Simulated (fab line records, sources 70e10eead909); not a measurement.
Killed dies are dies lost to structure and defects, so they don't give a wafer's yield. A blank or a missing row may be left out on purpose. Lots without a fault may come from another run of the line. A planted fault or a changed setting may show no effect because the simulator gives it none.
A struck lot beside a sound one | flow nand_harc | 14 steps out of a route of 1302
Sound: wafers L901.3, L901.4, L901.6. Struck: wafers L902.1, L902.4, L902.6. The cause comes at the end.
At each step with rows: each side's tool, then ch and its chambers, then its first start. Under that, the readings that differ: sound wafers | struck wafers | difference of the means | sigmas: that difference in standard deviations of wafers without a fault.
alike: readings whose means differ by less than 2 such deviations, and words and numbers that are the same on both sides. not compared: withheld readings, readings that some wafer has no value for, bounds like >300 that may hide the same value, and numbers for which the record gives no deviation and whose values overlap.
The two part at a step that has a row with sigmas, a row that says differs or no value, or rows on one side only. Numbers that don't overlap but have no deviation are shown without sigmas and don't part them. A reading that every wafer of one side lacks parts them only if that side has two wafers or more.

first, 7 steps without rows for these wafers: NHARC_P_STI_SRD_35; NHARC_P_STI_ETCH_36 (etches SiO2 in dHF, target depth 38.8 nm); NHARC_P_STI_STRIP_24 (strips Si3N4 in H3PO4); NHARC_P_STI_ETCH_37 (etches SiO2 in dHF, target depth 11 nm); NHARC_P_STI_PRECLEAN_38 (cleans in SC1); NHARC_P_STI_SRD_39; NHARC_P_STI_OXIDE_40 (material SiO2, target thk 10 nm, ox time 1362 s).
NHARC_P_STI_INSPECT_25:
  sound on defect_inspect-01, day 6 04:12; struck on defect_inspect-02, day 6 19:23
  alike: raw_defect_count
then, 3 steps without rows for these wafers: NHARC_P_GATE_ETCH_69 (etches SiO2 in dHF, target depth 14 nm); NHARC_P_GATE_PRECLEAN_70 (cleans in SC1); NHARC_P_GATE_SRD_01.
NHARC_P_GATE_OXIDE_02: material SiO2, target thk 37.5 nm, ox time 365 s.
  sound on furnace-02 ch 0, day 6 07:56; struck on furnace-05 ch 0, day 7 03:41
  alike: zone_power_bottom_pct
then, 1 step without rows for these wafers: NHARC_P_GATE_DEHYDRATE_03 (time 120 s).
-- the record jumps here: 20 days lie between the struck wafers' starts before and after (it left off in module P_GATE and takes up again in module END, whose first step shown is number 1302 of the route) --
NHARC_END_SORT_01:
  the record has rows for the struck wafers here (prober-01 ch 0, day 27 09:32) and none for the sound ones

WHERE THEY PART
Only at NHARC_END_SORT_01, within this record.

WHY: what the simulator had put in
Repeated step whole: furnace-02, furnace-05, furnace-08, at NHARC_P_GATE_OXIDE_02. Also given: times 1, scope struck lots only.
